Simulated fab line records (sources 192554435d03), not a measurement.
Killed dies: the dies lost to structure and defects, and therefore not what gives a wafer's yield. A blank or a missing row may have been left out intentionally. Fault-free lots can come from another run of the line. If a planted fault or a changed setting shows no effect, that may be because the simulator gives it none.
fab line records | flow n5Finfet
record lots=9 wafers=26 lastDay=19
route steps=1938 shown BEOL_M12@1616 PASSIVATION@1936
lots with no fault: from the same line, run without faults
startH: hours from the record's opening day to when the first of the lot's shown wafers began | waitH: how many hours have passed since the lot's step before this one | " repeats the value in the row above | L1.1+2: a single row standing in for several wafers | - value missing, or start not given | * or withheld: withheld | < > ~ a bound
route shown NAME@n: a module of which the file shows steps, and the number in the route of the first | usual: mean and standard deviation over wafers with no fault | same: alike in all rows | chamber/n: place in a boat | sites: per-site readings | _std_site: their standard deviation | _edge_site: outer sites' mean less inner sites' | radiusMm: for every site, how far away it sits from the centre of the wafer | mask NAME#n: copy n | behind: the most recent tool/chamber to have shaped the wafer | hold: why the lot went on hold/how many hours it stayed there/how the hold came to an end | device: which transistor (n, p or np) failed to switch | end of line: the route-end tests of the same wafers | step lacking rows: just its recipe | killed: not the wafer's yield, but the dies lost to structure and defects at the first sort | map: the dies of a wafer, with x for killed, . for not killed, _ for no die there
set.NAME: the setting that was run; set.NAME@STEP: the one run at that earlier step | model.NAME: the simulator's own value behind a step, which no gauge read
the route's steps for a sample of lots (tables are steps, rows are wafers)
services: when a tool's chamber went out of use (startH, in hours from the record's first day, below 0 if earlier), for how many hours, and the reason
## steps
# step N5_BEOL_M12_ETCH_59
# recipe chemistry=N2/H2 target=BARC targetDepthA=890 overetchA=267 timeS=67.9 ionEnergyEv=200 pressureMtorr=30 sourceW=840 biasW=150 n2FlowSccm=200 h2FlowSccm=200
# usual drypumpMotorCurrentA=5.7/0.42 oesProductAu=0.69/0.07 rfFwdPowerW=834/3.6 rfVppV=524.3/1.7 showerheadPlenumPTorr=2.55/0.054 throttleValvePct=17.84/0.2
# columns lot.wafer tool chamber startH waitH drypumpMotorCurrentA oesProductAu rfFwdPowerW rfHoursCounterH rfVppV showerheadPlenumPTorr throttleValvePct
L952.2 rieDiel-02 2 273.78 0.0 5.8 0.69 833 80 524.5 2.56 17.87
L952.3 " 0 " " 5.2 0.80 833 3 525.8 2.59 17.72
L952.5 " 3 " " 6.4 0.73 836 - 528.5 2.67 17.55
L962.1 rieDiel-02 0 339.99 0.0 5.2 0.74 835 29 524.3 2.58 17.75
L962.6 " 3 " " 6.4 0.70 837 - 527.2 2.66 17.59
L965.3 rieDiel-02 1 353.76 0.0 5.0 0.78 833 19 523.8 2.48 17.57
L965.5 " 3 " " 6.4 0.70 837 - 527.5 2.65 17.59
L965.6 " 2 " " 5.8 0.67 832 - 524.5 2.55 17.94
L969.2 rieDiel-02 2 357.08 0.0 5.8 0.66 835 112 523.9 2.55 17.93
L969.3 " 3 " " 6.4 0.69 834 87 526.9 2.65 17.60
L969.6 " 0 " " 5.2 0.74 833 - 525.3 2.58 17.78
L967.1 rieDiel-02 2 370.40 0.0 5.8 0.66 832 117 524.0 2.55 17.93
L967.3 " 1 " " 5.0 0.78 833 26 523.2 2.48 17.59
L967.5 " 2 " " 5.8 0.66 835 - 526.3 2.55 17.92
L970.1 rieDiel-06 0 388.10 0.0 5.8 0.69 830 107 524.8 2.55 17.98
L970.3 " 3 " " 5.8 0.58 839 250 521.5 2.48 17.94
L970.5 " 2 " " 6.3 0.82 831 - 522.5 2.49 17.60
L971.1 rieDiel-05 3 398.98 0.0 5.3 0.67 836 109 525.7 2.57 18.01
L971.2 " 2 " " 5.5 0.75 837 36 522.1 2.49 17.57
L971.5 " 1 " " 5.4 0.58 828 - 522.2 2.50 18.24
L974.1 rieDiel-06 1 414.58 0.0 5.8 0.65 834 122 523.7 2.58 17.89
L974.3 " 2 " " 6.3 0.80 827 19 521.8 2.48 17.61
L974.6 " 1 " " 5.8 0.65 835 - 524.1 2.58 17.90
L973.1 rieDiel-05 3 417.81 0.0 5.3 0.66 827 117 525.6 2.57 18.01
L973.3 " 2 " " 5.5 0.74 835 44 521.2 2.49 17.58
L973.4 " 1 " " 5.4 0.58 830 - 522.8 2.50 18.25
# step N5_BEOL_M12_VIA_ETCH_16
# recipe chemistry=C4F8/O2/Ar target=SiOC pressureMtorr=30 sourceW=3000 biasW=700 Ar_flow_sccm=400 C4F8_flow_sccm=15 O2_flow_sccm=8 heInnerTorr=15 heOuterTorr=30 targetDepthA=7248 timeS=withheld ionEnergyEv=250 ends=cleared
# usual drypumpMotorCurrentA=5.7/0.42 mfcArSccm=399.7/1.2 oesProductAu=0.73/0.078 rfFwdPowerW=2993/10 rfVppV=665.9/2 showerheadPlenumPTorr=3.42/0.062 throttleValvePct=24.14/0.13
# columns lot.wafer tool chamber startH waitH drypumpMotorCurrentA mfcArSccm oesProductAu rfFwdPowerW rfVppV showerheadPlenumPTorr throttleValvePct
L952.2 rieDiel-02 2 273.84 0.0 5.8 398.9 0.73 3005 666.6 3.44 24.14
L952.3 " 0 " " 5.2 397.2 0.87 2992 667.4 3.48 24.10
L952.5 " 3 " " 6.4 400.4 0.78 2994 668.7 3.57 23.98
L962.1 rieDiel-02 0 340.04 0.0 5.1 399.0 0.79 3003 666.9 3.46 24.14
L962.6 " 3 " " 6.4 400.2 0.74 3008 672.3 3.55 24.00
L965.3 rieDiel-02 1 353.81 0.0 5.0 398.7 0.82 3004 663.4 3.36 24.05
L965.5 " 3 " " 6.4 401.4 0.74 2993 668.7 3.55 24.02
L965.6 " 2 " " 5.8 400.4 0.71 2980 665.8 3.42 24.19
L969.2 rieDiel-02 2 357.13 0.0 5.8 400.3 0.70 2993 665.2 3.42 24.17
L969.3 " 3 " " 6.4 400.1 0.73 2997 670.5 3.55 24.02
L969.6 " 0 " " 5.2 401.9 0.78 2997 667.9 3.46 24.14
L967.1 rieDiel-02 1 370.45 0.0 5.0 397.6 0.80 2990 663.8 3.36 24.05
L967.3 " 3 " " 6.4 399.7 0.74 2984 669.4 3.55 24.04
L967.5 " 1 " " 5.0 398.8 0.81 2982 661.7 3.36 24.03
L970.1 rieDiel-06 0 388.15 0.0 5.8 398.5 0.72 2983 666.6 3.42 24.20
L970.3 " 3 " " 5.8 399.0 0.61 2992 663.8 3.35 24.27
L970.5 " 2 " " 6.3 400.6 0.90 2996 663.0 3.35 24.02
L971.1 rieDiel-05 3 399.04 0.0 5.3 397.4 0.71 2983 666.6 3.42 24.08
L971.2 " 2 " " 5.5 400.2 0.79 3012 663.3 3.36 23.95
L971.5 " 1 " " 5.4 400.8 0.62 2984 664.1 3.34 24.38
L974.1 rieDiel-06 1 414.63 0.0 5.7 399.5 0.69 2988 665.8 3.44 24.09
L974.3 " 2 " " 6.3 400.8 0.86 2990 664.2 3.35 24.02
L974.6 " 1 " " 5.7 399.6 0.68 2997 666.8 3.44 24.08
L973.1 rieDiel-05 3 417.86 0.0 5.3 397.9 0.69 2985 666.8 3.42 24.10
L973.3 " 2 " " 5.5 400.5 0.77 2999 663.0 3.35 23.94
L973.4 " 1 " " 5.4 399.7 0.61 3008 662.4 3.33 24.39
# step N5_BEOL_M12_INSPECT_30
# recipe mode=adi inspectInstrument=macro
# usual rawDefectCount=2.0/1.4
# columns lot.wafer tool chamber startH waitH rawDefectCount
L952.2 defectInspect-02 - 274.67 0.0 1
L952.3 " - " " 2
L952.5 " - " " 2
L962.1 defectInspect-02 - 340.96 0.0 2
L962.6 " - " " 4
L965.3 defectInspect-01 - 354.64 0.0 0
L965.5 " - " " >300
L965.6 " - " " 2
L969.2 defectInspect-02 - 358.08 0.0 2
L969.3 " - " " >300
L969.6 " - " " 1
L967.1 defectInspect-01 - 371.36 0.0 2
L967.3 " - " " >300
L967.5 " - " " 3
L970.1 defectInspect-01 - 389.07 0.0 3
L970.3 " - " " 3
L970.5 " - " " 3
L971.1 defectInspect-01 - 399.95 0.0 4
L971.2 " - " " 0
L971.5 " - " " 0
L974.1 defectInspect-02 - 415.42 0.0 6
L974.3 " - " " 1
L974.6 " - " " 4
L973.1 defectInspect-02 - 418.66 0.0 1
L973.3 " - " " 3
L973.4 " - " " 2
# step N5_BEOL_M12_TRENCH_ETCH_34
# recipe chemistry=C4F8/O2/Ar target=SiOC targetDepthA=3189.5 maskMaterial=SOC pressureMtorr=30 sourceW=3000 biasW=700 Ar_flow_sccm=400 C4F8_flow_sccm=15 O2_flow_sccm=8 heInnerTorr=15 heOuterTorr=30 timeS=125.5 ionEnergyEv=250
# usual drypumpMotorCurrentA=5.7/0.44 mfcArSccm=400.1/1.2 oesProductAu=0.79/0.086 rfFwdPowerW=2989/11 rfVppV=666.0/2.2 showerheadPlenumPTorr=3.42/0.066 throttleValvePct=24.15/0.15
# columns lot.wafer tool chamber startH waitH drypumpMotorCurrentA mfcArSccm oesProductAu rfFwdPowerW rfHoursCounterH rfVppV showerheadPlenumPTorr throttleValvePct
L952.2 rieDiel-05 0 275.07 0.0 6.2 400.2 0.69 2984 203 665.3 3.38 24.42
L952.3 " 3 " " 5.4 399.9 0.83 2972 62 667.4 3.45 24.01
L952.5 " 2 " " 5.5 399.1 0.66 3009 - 663.7 3.38 24.22
L962.1 rieDiel-02 1 341.35 0.0 5.0 399.8 0.93 3001 15 663.9 3.37 24.04
L962.6 " 3 " " 6.4 399.0 0.83 2976 - 670.7 3.56 24.04
L965.3 rieDiel-05 3 355.03 0.0 5.3 400.0 0.80 2996 94 665.9 3.43 24.09
L965.5 " 3 " " 5.3 399.4 0.80 2984 - 665.7 3.43 24.06
L965.6 " 0 " " 6.3 400.0 0.67 2981 - 664.7 3.36 24.47
L969.2 rieDiel-06 3 358.48 0.0 5.8 399.3 0.68 2994 241 664.1 3.35 24.25
L969.3 " 0 " " 5.8 401.1 0.81 2991 99 667.3 3.42 24.18
L969.6 " 3 " " 5.8 401.8 0.68 2995 - 664.2 3.35 24.25
L967.1 rieDiel-05 2 371.76 0.0 5.5 401.8 0.90 2992 27 663.4 3.36 23.95
L967.3 " 3 " " 5.3 401.6 0.79 2975 100 666.1 3.43 24.07
L967.5 " 1 " " 5.4 400.5 0.69 2976 - 665.2 3.34 24.37
L970.1 rieDiel-05 0 389.46 0.0 6.3 398.0 0.65 2975 248 665.3 3.36 24.48
L970.3 " 2 " " 5.5 399.3 0.89 2995 33 663.3 3.36 23.96
L970.5 " 2 " " 5.5 399.6 0.89 2986 - 664.4 3.36 23.95
L971.1 rieDiel-05 1 400.35 0.0 5.4 399.7 0.67 2992 250 664.0 3.34 24.38
L971.2 " 2 " " 5.5 400.1 0.87 3010 36 664.6 3.36 23.93
L971.5 " 3 " " 5.3 397.9 0.78 2970 - 665.8 3.42 24.09
L974.1 rieDiel-02 3 415.81 0.0 6.4 399.1 0.79 2991 109 669.2 3.54 24.04
L974.3 " 0 " " 5.2 398.7 0.84 2989 50 666.5 3.45 24.15
L974.6 " 0 " " 5.2 399.5 0.85 2980 - 666.7 3.45 24.16
L973.1 rieDiel-05 1 419.23 0.0 5.4 399.9 0.67 2988 259 663.8 3.33 24.38
L973.3 " 2 " " 5.5 399.3 0.85 3004 45 664.4 3.35 23.95
L973.4 " 2 " " 5.5 397.2 0.86 3000 - 663.7 3.35 23.95
# step N5_BEOL_M12_ETCH_38
# recipe chemistry=CF4/N2 target=SiCN targetDepthA=687 taperDeg=2 timeS=73.4 ionEnergyEv=150 maskMaterial=SiO2 pressureMtorr=40 sourceW=430 biasW=70 Ar_flow_sccm=100 cf4FlowSccm=60 n2FlowSccm=60
# usual drypumpMotorCurrentA=5.7/0.45 mfcArSccm=100.03/0.3 oesProductAu=0.81/0.086 rfFwdPowerW=428.4/1.2 rfVppV=382.6/1.5 showerheadPlenumPTorr=2.21/0.048 throttleValvePct=15.42/0.18
# columns lot.wafer tool chamber startH waitH drypumpMotorCurrentA mfcArSccm oesProductAu rfFwdPowerW rfHoursCounterH rfVppV showerheadPlenumPTorr throttleValvePct
L952.2 rieDiel-02 3 276.97 - 6.3 99.77 0.86 430.9 55 386.2 2.32 15.31
L952.3 " 3 " " 6.3 99.82 0.85 431.9 - 385.8 2.32 15.33
L952.5 " 0 " " 5.2 100.40 0.95 426.6 - 384.2 2.25 15.31
L962.1 rieDiel-02 2 341.92 - 5.8 100.83 0.78 426.8 107 383.2 2.22 15.45
L962.6 " 3 " " 6.3 100.10 0.82 430.2 - 384.9 2.31 15.40
L965.3 rieDiel-06 3 358.64 - 5.8 99.53 0.69 428.7 242 380.8 2.16 15.62
L965.5 " 1 " " 5.8 99.90 0.78 427.7 - 383.3 2.24 15.38
L965.6 " 3 " " 5.9 100.01 0.68 428.6 - 382.3 2.16 15.62
L969.2 rieDiel-05 0 365.61 - 6.2 99.37 0.65 428.6 240 382.4 2.17 15.76
L969.3 " 3 " " 5.3 99.90 0.80 426.7 98 383.5 2.22 15.32
L969.6 " 0 " " 6.2 99.78 0.65 427.6 - 380.4 2.17 15.75
L967.1 rieDiel-05 3 374.58 - 5.3 100.13 0.80 428.5 101 383.4 2.22 15.35
L967.3 " 0 " " 6.2 100.29 0.65 426.5 243 381.8 2.17 15.76
L967.5 " 2 " " 5.5 100.25 0.88 427.9 - 381.6 2.17 15.15
L970.1 rieDiel-06 1 391.07 - 5.7 99.55 0.78 426.6 111 383.8 2.23 15.39
L970.3 " 0 " " 5.8 99.94 0.81 427.8 108 382.6 2.21 15.45
L970.5 " 0 " " 5.8 100.24 0.80 428.1 - 382.1 2.21 15.45
L971.1 rieDiel-02 2 403.56 - 5.8 100.07 0.76 428.1 131 382.5 2.21 15.51
L971.2 " 0 " " 5.2 99.65 0.85 428.0 45 384.2 2.24 15.38
L971.5 " 0 " " 5.2 99.87 0.85 427.6 - 382.7 2.24 15.39
L974.1 rieDiel-02 0 418.03 - 5.2 99.68 0.85 428.3 50 382.7 2.24 15.40
L974.3 " 1 " " 5.0 99.58 0.85 429.6 44 382.4 2.15 15.17
L974.6 " 3 " " 6.4 100.10 0.79 428.8 - 385.4 2.30 15.43
L973.1 rieDiel-06 0 419.50 - 5.8 100.14 0.79 428.2 121 381.8 2.21 15.47
L973.3 " 1 " " 5.7 100.54 0.77 428.9 124 383.6 2.23 15.40
L973.4 " 3 " " 5.8 99.42 0.97 427.8 4 380.1 2.15 15.13
# step N5_PASSIVATION_PROBE_49
# usual defectLimitedYield=91.6/1.4 killed_at_M0_to_M3=33/10 killed_at_M4_up=13/5.3 killedAtContacts=13/5.9 killedAtFrontEnd=36/12 killedAtOther=4/3.1 killedDies=99/16 killedOpen=65/13 killedShort=32/7.3 sort_bin_5_function=4.9/0.9 sort_bin_6_memory=3.1/0.66 sort_bin_8_speed=0.0/0.42 sortNPass=1081/17 sortYieldPct=91.6/1.4
# same grossDies=1180 killedAtBackSide=0 sort_bin_4_leakage[%]=0
# columns lot.wafer tool chamber startH waitH defectLimitedYield[%] killed_at_M0_to_M3 killed_at_M4_up killedAtContacts killedAtFrontEnd killedAtOther killedDies killedOpen killedShort sort_bin_5_function[%] sort_bin_6_memory[%] sort_bin_8_speed[%] sortNPass sortYieldPct[%]
L965.3 prober-01 - 398.02 0.1 92.6 13 9 18 45 2 87 49 37 4.6 2.5 0 1093 92.6
L965.5 prober-01 - 398.12 0.2 84.1 19 116 17 33 3 188 60 23 9.8 4.7 0 992 84.1
L965.6 prober-01 - 398.17 0.3 91.6 22 12 21 40 4 99 52 45 4.5 3.4 0 1081 91.6
L969.2 prober-01 - 404.33 0.1 93.4 18 13 11 28 8 78 50 25 3.7 2.7 0 1102 93.4
L969.3 prober-01 - 404.38 0.1 84.5 18 118 13 29 5 183 52 25 9.7 3.8 0 997 84.5
L969.6 prober-01 - 404.53 0.3 91.5 30 18 5 42 5 100 58 35 4.7 3.6 0 1080 91.5
L967.1 prober-02 - 414.47 0.0 89.7 29 14 6 68 4 121 83 38 6.2 4.0 0 1059 89.7
L967.3 prober-02 - 414.57 0.1 83.2 35 123 9 30 1 198 68 30 10.3 4.7 0 982 83.2
L967.5 prober-02 - 414.67 0.2 92.6 35 4 16 30 2 87 66 20 4.0 3.4 0 1093 92.6
# killed by level:class
L965.3 FIN_SAQP:geometricParticle:short=19 MOL_CONTACT_COAG:geometricParticle:open=16 FIN_SAQP:geometricParticle:open=5 DUMMY_GATE:geometricParticle:open=4 GATE_CUT:geometricParticle:short=4 BEOL_M2:geometricParticle:open=4 STI_FIN_REVEAL:geometricParticle:open=3 STARTING-WAFER:geometricParticle:open=3
L965.5 BEOL_M12:unspecified=104 MOL_CONTACT_COAG:geometricParticle:open=15 STI_FIN_REVEAL:geometricParticle:open=7 DUMMY_GATE:geometricParticle:open=6 GATE_CUT:geometricParticle:short=5 BEOL_M3:geometricParticle:open=5 BEOL_M0:geometricParticle:open=4 BEOL_M5:geometricParticle:open=4
L965.6 FIN_SAQP:geometricParticle:short=19 MOL_CONTACT_COAG:geometricParticle:open=15 BEOL_M0_SAQP:geometricParticle:short=10 FIN_SAQP:geometricParticle:open=9 MOL_CONTACT_COAG:geometricParticle:short=6 BEOL_M5:geometricParticle:open=6 BEOL_M0_SAQP:geometricParticle:open=5 PASS1_CAP:geometricParticle:short=4
L969.2 MOL_CONTACT_COAG:geometricParticle:open=8 GATE_CUT:geometricParticle:short=7 FIN_SAQP:geometricParticle:short=6 MIM_BOT:geometricParticle:open=5 BEOL_M0_SAQP:geometricParticle:short=5 DUMMY_GATE:geometricParticle:open=4 BEOL_M3:geometricParticle:open=4 BEOL_M5:geometricParticle:open=4
L969.3 BEOL_M12:unspecified=103 MOL_CONTACT_COAG:geometricParticle:open=12 GATE_CUT:geometricParticle:open=8 BEOL_M3:geometricParticle:open=6 BEOL_M4:geometricParticle:open=6 BEOL_M0_SAQP:geometricParticle:open=5 STI_FIN_REVEAL:geometricParticle:open=3 BEOL_M0_SAQP:geometricParticle:short=3
L969.6 GATE_CUT:geometricParticle:short=9 BEOL_M0_SAQP:geometricParticle:short=7 GATE_CUT:geometricParticle:open=6 BEOL_M0_SAQP:geometricParticle:open=6 BEOL_M5:geometricParticle:open=6 STI_FIN_REVEAL:geometricParticle:open=5 BEOL_M3:geometricParticle:open=5 STARTING-WAFER:geometricParticle:short=4
L967.1 STI_FIN_REVEAL:geometricParticle:open=27 FIN_SAQP:geometricParticle:short=9 ILD0:geometricParticle:open=6 BEOL_M3:geometricParticle:open=6 ILD0:geometricParticle:short=5 MOL_CONTACT_COAG:geometricParticle:open=5 BEOL_M4:geometricParticle:open=5 BEOL_M0_SAQP:geometricParticle:short=4
L967.3 BEOL_M12:unspecified=99 BEOL_M2:geometricParticle:open=9 MOL_CONTACT_COAG:geometricParticle:open=8 BEOL_M4:geometricParticle:open=7 STI_FIN_REVEAL:geometricParticle:open=6 BEOL_M0_SAQP:geometricParticle:open=5 BEOL_M1:geometricParticle:open=5 BEOL_M3:geometricParticle:open=5
L967.5 STI_FIN_REVEAL:geometricParticle:open=12 MOL_CONTACT_COAG:geometricParticle:open=12 BEOL_M3:geometricParticle:open=10 BEOL_M2:geometricParticle:open=7 BEOL_M0_SAQP:geometricParticle:open=6 MOL_CONTACT_COAG:geometricParticle:short=4 BEOL_M1:geometricParticle:open=4 DUMMY_GATE:geometricParticle:open=3
## services
# columns tool chamber startH hours kind
rieDiel-02 0 250.82 - clean
rieDiel-02 0 250.82 - consumableReplace:focusRing
rieDiel-02 0 250.82 18.0 scheduledDown
rieDiel-02 0 250.82 18.0 ventCycle
rieDiel-02 1 269.00 - clean
rieDiel-02 1 269.00 - consumableReplace:focusRing
rieDiel-02 2 274.60 2.7 repair
rieDiel-05 2 276.14 - clean
rieDiel-05 2 276.14 - consumableReplace:focusRing
rieDiel-05 2 276.14 16.3 scheduledDown
rieDiel-05 2 276.14 16.3 ventCycle
rieDiel-06 2 318.16 10.9 repair
rieDiel-02 0 359.18 8.3 repair
rieDiel-06 - 369.08 2.8 pm
rieDiel-06 3 388.92 - clean
rieDiel-06 3 388.92 - consumableReplace:focusRing
rieDiel-06 3 388.92 19.5 scheduledDown
rieDiel-02 0 396.89 2.6 repair
rieDiel-05 0 399.21 - clean
rieDiel-05 0 399.21 - consumableReplace:focusRing
rieDiel-05 0 399.21 20.1 scheduledDown
rieDiel-05 0 399.21 20.1 ventCycle
rieDiel-05 1 419.35 - clean
rieDiel-05 1 419.35 - consumableReplace:focusRing
## key
firstSign step=N5_BEOL_M12_INSPECT_30 reading=rawDefectCount direction=up sigmas=99+ usual=2.0 struck=>300
effect step=N5_PASSIVATION_PROBE_49 reading=killed_at_M4_up direction=up sigmas=20 usual=13 struck=119
moreKillsBornAt N5_BEOL_M12_VIA_ETCH_16@rieDiel-02=306
metAt N5_BEOL_M12_VIA_ETCH_16
struckLots L965,L967,L969
struckWafers L965.5,L967.3,L969.3
notActingAt N5_BEOL_M12_ETCH_59,N5_BEOL_M12_TRENCH_ETCH_34,N5_BEOL_M12_ETCH_38
onsetBetween 340.04 353.81
fault kind=chamberParticleSource tool=rieDiel-02 chamber=3 onsetH=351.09 steps=N5_BEOL_M12_VIA_ETCH_16 ratePerVisitCm2=0.52205 endH=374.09
